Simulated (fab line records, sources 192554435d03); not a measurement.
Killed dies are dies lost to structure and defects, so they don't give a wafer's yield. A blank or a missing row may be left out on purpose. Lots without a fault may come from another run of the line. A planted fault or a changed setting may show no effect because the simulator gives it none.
Chamber matching | flow n5_finfet | N5_FIN_SAQP_ETCH_64 on rie_si-03: 4 sister chambers
The step etches SiO2 in CF4, target depth 1.5 nm. 16 wafers are shown with their chamber, then 8 later ones without.

WAFERS WITH THEIR CHAMBER
wafer  | chamber | throttle_valve_pct (%) | drypump_motor_current_A (A) | oes_product_au (a.u.)
L078.2 | 1       | 21.37                  | 5.4                         | 0.993
L078.4 | 3       | 21.66                  | 5.2                         | 0.995
L078.6 | 3       | 21.66                  | 5.2                         | 1.001
L083.1 | 2       | 22.25                  | 4.9                         | 1.029
L083.4 | 3       | 21.66                  | 5.2                         | 1.011
L083.5 | 2       | 22.26                  | 4.9                         | 1.029
L085.2 | 3       | 21.65                  | 5.2                         | 1.009
L085.4 | 0       | 21.92                  | 5.6                         | 1.005
L085.5 | 3       | 21.64                  | 5.2                         | 0.985
L087.3 | 3       | 21.65                  | 5.2                         | 1.002
L087.4 | 0       | 21.93                  | 5.7                         | 0.990
L087.6 | 0       | 21.93                  | 5.7                         | 1.000
L088.2 | 0       | 21.94                  | 5.6                         | 1.005
L088.5 | 3       | 21.66                  | 5.2                         | 1.007
L088.6 | 2       | 22.27                  | 4.9                         | 1.029
L093.2 | 1       | 21.48                  | 5.5                         | 0.995

SIGNATURES (means of the wafers above)
reading                 | chamber 0 | chamber 1 | chamber 2 | chamber 3 | scatter within a chamber
throttle_valve_pct      | 21.9300   | 21.4250   | 22.2600   | 21.6543   | 0.0238
drypump_motor_current_A | 5.650     | 5.450     | 4.900     | 5.200     | 0.0354
oes_product_au          | 1.00000   | 0.99400   | 1.02900   | 1.00143   | 0.00732
Rule: a wafer's distance from a chamber is the root of the sum, over the readings, of the square of ((its reading less the chamber's mean) divided by the reading's scatter). The wafer belongs to the nearest chamber; if the next one is less than 2 further off, it can't be placed. The scatter: the root of (the sum of the squares of (reading less its chamber's mean) over the shown wafers, divided by (wafers less chambers)).

WAFERS WITHOUT THEIR CHAMBER
wafer  | throttle_valve_pct (%) | drypump_motor_current_A (A) | oes_product_au (a.u.)
L093.5 | 22.25                  | 4.9                         | 1.034
L093.6 | 21.64                  | 5.3                         | 1.005
L096.2 | 21.67                  | 5.2                         | 1.013
L096.4 | 21.50                  | 5.4                         | 0.997
L096.6 | 21.66                  | 5.2                         | 1.005
L097.1 | 21.65                  | 5.2                         | 1.016
L097.5 | 21.66                  | 5.2                         | 1.014
L097.6 | 21.50                  | 5.4                         | 1.010

WHICH CHAMBER EACH WENT THROUGH
wafer  | from the rows above | in truth
L093.5 | 2                   | 2
L093.6 | 3                   | 3
L096.2 | 3                   | 3
L096.4 | 1                   | 1
L096.6 | 3                   | 3
L097.1 | 3                   | 3
L097.5 | 3                   | 3
L097.6 | 1                   | 1
Placed correctly: 8 of 8. Can't be placed from these rows: 0. Placed wrongly: 0.
